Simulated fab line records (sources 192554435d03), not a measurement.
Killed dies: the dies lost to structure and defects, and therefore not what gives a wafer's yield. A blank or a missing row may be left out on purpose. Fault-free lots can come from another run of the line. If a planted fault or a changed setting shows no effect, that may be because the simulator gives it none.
Which tool was responsible? | flow n5_finfet | 10 lots, 30 wafers sampled, at 5 steps of a route of 1938

WHAT THE GAUGES READ, wafer by wafer
N5_SPACER0_INSPECT_04: inspects for defects (darkfield).
lot  | measured    | on                | raw_defect_count
L108 | day 3 14:27 | defect_inspect-01 | 109 103 95
L110 | day 4 02:00 | defect_inspect-02 | 120 173 124
L112 | day 4 11:47 | defect_inspect-01 | 93 97 91
L117 | day 5 23:56 | defect_inspect-02 | 137 138 94
L119 | day 6 08:46 | defect_inspect-01 | 162 125 180
L120 | day 6 13:07 | defect_inspect-02 | 81 116 83
L123 | day 7 09:08 | defect_inspect-01 | 138 239 132
L126 | day 8 00:29 | defect_inspect-02 | 167 163 133
L127 | day 8 05:33 | defect_inspect-02 | 124 139 132
L129 | day 8 18:41 | defect_inspect-02 | 189 245 171

N5_SD_EPI_N_CD_MEAS_09: the cd target is 120 nm.
lot  | measured    | on        | cd_nm (nm)
L108 | day 3 14:43 | cd_sem-01 | 119.8 119.5 119.6
L110 | day 4 02:16 | cd_sem-02 | 120.7 120.1 120.3
L112 | day 4 12:11 | cd_sem-01 | 121.1 121.3 120.2
L117 | day 6 00:20 | cd_sem-02 | 119.4 120.2 119.9
L119 | day 6 09:02 | cd_sem-02 | 120.2 120.0 120.4
L120 | day 6 13:31 | cd_sem-02 | 120.2 120.8 119.9
L123 | day 7 09:25 | cd_sem-01 | 119.3 119.8 119.8
L126 | day 8 00:53 | cd_sem-01 | 121.2 121.0 121.3
L127 | day 8 05:57 | cd_sem-02 | 119.5 120.0 120.1
L129 | day 8 19:05 | cd_sem-02 | 119.2 119.1 120.0

N5_BEOL_M4_RC_MEAS_101.
lot  | measured     | on        | DIBL_N (mV/V)  | DIBL_P (mV/V)  | IOFF_N (nA/um)    | IOFF_P (nA/um)    | ION_N (uA/um) | ION_P (uA/um) | SS_N (mV/dec)  | SS_P (mV/dec)  | VT_N (mV)   | VT_P (mV)
L108 | day 10 06:00 | prober-02 | 34.5 35.7 35.5 | 34.8 36.9 37.1 | 0.139 0.163 0.166 | 0.180 0.217 0.213 | 663 672 678   | 453 459 462   | 71.0 71.0 71.6 | 72.3 73.5 73.3 | 252 248 248 | -248.9 -248.0 -248.4
L110 | day 10 05:55 | prober-01 | 34.3 34.1 35.5 | 35.6 34.4 36.1 | 0.126 0.120 0.141 | 0.196 0.192 0.218 | 674 677 673   | 469 472 472   | 70.8 71.4 71.5 | 72.6 72.4 73.1 | 250 254 248 | -251.6 -249.2 -245.6
L112 | day 10 13:27 | prober-02 | 37.7 38.0 36.7 | 35.4 35.8 34.6 | 0.175 0.183 0.151 | 0.232 0.243 0.211 | 686 683 681   | 474 466 470   | 71.6 71.3 70.9 | 74.0 73.6 73.6 | 249 248 250 | -249.3 -246.3 -248.6
L117 | day 12 00:41 | prober-02 | 34.5 36.2 36.8 | 34.7 36.8 37.5 | 0.114 0.140 0.153 | 0.184 0.209 0.223 | 654 658 669   | 456 456 466   | 71.6 72.5 72.0 | 72.0 73.3 72.7 | 259 254 254 | -250.2 -248.9 -249.1
L119 | day 12 11:01 | prober-01 | 39.9 36.8 38.7 | 36.8 32.7 35.2 | 0.185 0.114 0.155 | 0.245 0.179 0.214 | 683 657 676   | 464 461 465   | 70.8 70.9 71.2 | 73.8 72.2 73.6 | 248 254 250 | -249.2 -251.9 -249.4
L120 | day 12 14:11 | prober-02 | 32.1 34.9 33.3 | 33.1 35.8 35.0 | 0.103 0.144 0.119 | 0.149 0.193 0.159 | 659 670 651   | 442 459 445   | 70.5 72.1 71.3 | 72.0 73.5 72.9 | 256 251 258 | -257.7 -255.0 -257.2
L123 | day 13 13:28 | prober-01 | 35.6 34.4 38.5 | 35.5 33.8 38.0 | 0.134 0.124 0.188 | 0.170 0.154 0.223 | 665 670 690   | 449 452 471   | 71.2 70.9 71.9 | 74.0 72.8 73.9 | 253 252 245 | -255.8 -256.2 -251.3
L126 | day 14 03:29 | prober-02 | 35.8 34.8 35.5 | 35.7 34.3 35.9 | 0.152 0.131 0.142 | 0.211 0.188 0.224 | 673 672 673   | 468 465 467   | 71.3 71.2 71.6 | 73.6 73.3 73.2 | 252 251 252 | -248.7 -250.2 -248.7
L127 | day 14 05:38 | prober-01 | 37.2 38.5 36.9 | 37.8 37.8 36.5 | 0.178 0.199 0.160 | 0.224 0.230 0.202 | 680 683 681   | 465 464 466   | 71.8 72.1 71.9 | 73.4 73.7 73.5 | 246 247 248 | -249.6 -250.2 -252.1
L129 | day 15 06:20 | prober-02 | 37.0 35.1 36.8 | 38.0 36.5 38.2 | 0.164 0.139 0.174 | 0.233 0.205 0.235 | 669 669 676   | 468 465 467   | 71.6 71.4 71.8 | 73.6 72.4 72.8 | 250 252 249 | -249.7 -248.6 -249.1

WHICH TOOL RAN EACH LOT (tool, then ch and the chambers of the sampled wafers, then the start)
lot  | N5_DUMMY_GATE_ETCH_23           | N5_SPACER0_ALD_00
L108 | rie_si-03 ch 0,2,3, day 3 12:37 | ald_sin-02 ch 1,2, day 3 14:02
L110 | rie_si-03 ch 0,1, day 4 00:50   | ald_sin-02 ch 0,1,3, day 4 01:35
L112 | rie_si-03 ch 0,1, day 4 10:39   | ald_sin-02 ch 0,1,3, day 4 11:22
L117 | rie_si-01 ch 2,3, day 5 22:41   | ald_sin-04 ch 1,2,3, day 5 23:31
L119 | rie_si-02 ch 0,3, day 6 07:41   | ald_sin-04 ch 0,3, day 6 08:20
L120 | rie_si-03 ch 1,2, day 6 12:04   | ald_sin-04 ch 2,3, day 6 12:42
L123 | rie_si-01 ch 0,1,2, day 7 07:53 | ald_sin-04 ch 2,3, day 7 08:44
L126 | rie_si-02 ch 2,3, day 7 23:25   | ald_sin-03 ch 0,3, day 8 00:04
L127 | rie_si-01 ch 0,1,2, day 8 04:19 | ald_sin-03 ch 0,3, day 8 05:08
L129 | rie_si-01 ch 1,2, day 8 17:38   | ald_sin-02 ch 0,1,3, day 8 18:17
- N5_DUMMY_GATE_ETCH_23: etches poly-Si in HBr/Cl2/O2, target depth 41 nm, time 22.3 s.
- N5_SPACER0_ALD_00: deposits SiOCN, target thk 3.5 nm, pulse time 3 s, purge time 2 s.

AS READ BY THE TOOLS THEMSELVES (means over the sampled wafers that have a number; for cases with no such wafer, the mark the record gives instead)
N5_DUMMY_GATE_ETCH_23.
lot  | tool      | chamber_pressure_mTorr (mTorr) | drypump_motor_current_A (A) | oes_product_au (a.u.) | throttle_valve_pct (%)
L108 | rie_si-03 | 10.003                         | 5.7                         | 0.984                 | 37.01
L110 | rie_si-03 | 10.008                         | 6.1                         | 0.981                 | 36.99
L112 | rie_si-03 | 10.000                         | 6.2                         | 0.985                 | 36.91
L117 | rie_si-01 | 9.996                          | 6.3                         | 1.000                 | 37.17
L119 | rie_si-02 | 9.995                          | 6.2                         | 1.001                 | 37.37
L120 | rie_si-03 | 9.984                          | 6.2                         | 0.985                 | 36.95
L123 | rie_si-01 | 10.001                         | 6.0                         | 1.000                 | 37.16
L126 | rie_si-02 | 10.006                         | 6.6                         | 0.994                 | 37.32
L127 | rie_si-01 | 9.997                          | 6.0                         | 0.995                 | 37.15
L129 | rie_si-01 | 9.999                          | 6.0                         | 0.992                 | 37.00

N5_SPACER0_ALD_00.
lot  | tool       | heater_power_w (W) | precursor_pulse_height_rel
L108 | ald_sin-02 | 840                | 0.965
L110 | ald_sin-02 | 789                | 0.989
L112 | ald_sin-02 | 791                | 1.009
L117 | ald_sin-04 | 820                | 1.001
L119 | ald_sin-04 | 691                | 0.987
L120 | ald_sin-04 | 877                | 0.982
L123 | ald_sin-04 | 891                | 0.980
L126 | ald_sin-03 | 895                | 0.997
L127 | ald_sin-03 | 905                | 1.003
L129 | ald_sin-02 | 790                | 0.990

THE ANSWER, worked out from the rows above alone
Rule: the lots themselves supply what counts as usual. Put in order of their means at a reading, lots are off if they are a third of the lots or fewer, leave a main group of 4 or more, and stand apart from it by a gap of 3 or more times the standard deviation of the main group's means; of several such gaps the widest counts. If all means in a main group match to the digits the tables above print for the reading, that group is not used. Also off: a lot with no number at a reading for which 4 or more lots have one. Any other lot the step has rows for is counted as sound. First the gauges in route order, then the tools' own readings, where a lot's mean is used as printed above. The first step at which some lot is off is used, and at that step the reading that is off furthest; a lot without a number counts as furthest.
Off: L120, L123, at N5_BEOL_M4_RC_MEAS_101 (VT_P). The main group: mean -249.2 mV, standard deviation 0.8.
If a tool, at a process step before that reading, ran all the lots that are off and no sound lot after the first of them, it fits. Those tools and the gauges at N5_BEOL_M4_RC_MEAS_101 are tried in the same way. One candidate fits, namely ald_sin-04 at N5_SPACER0_ALD_00. Its last sound lot is L119 (day 6 08:20), its first lot that is off L120 (day 6 12:42): a fault that began between those two fits.

WHAT THE SIMULATOR PUT IN
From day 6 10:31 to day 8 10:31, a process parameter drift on ald_sin-04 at N5_SPACER0_ALD_00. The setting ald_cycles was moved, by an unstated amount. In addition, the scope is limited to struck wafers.
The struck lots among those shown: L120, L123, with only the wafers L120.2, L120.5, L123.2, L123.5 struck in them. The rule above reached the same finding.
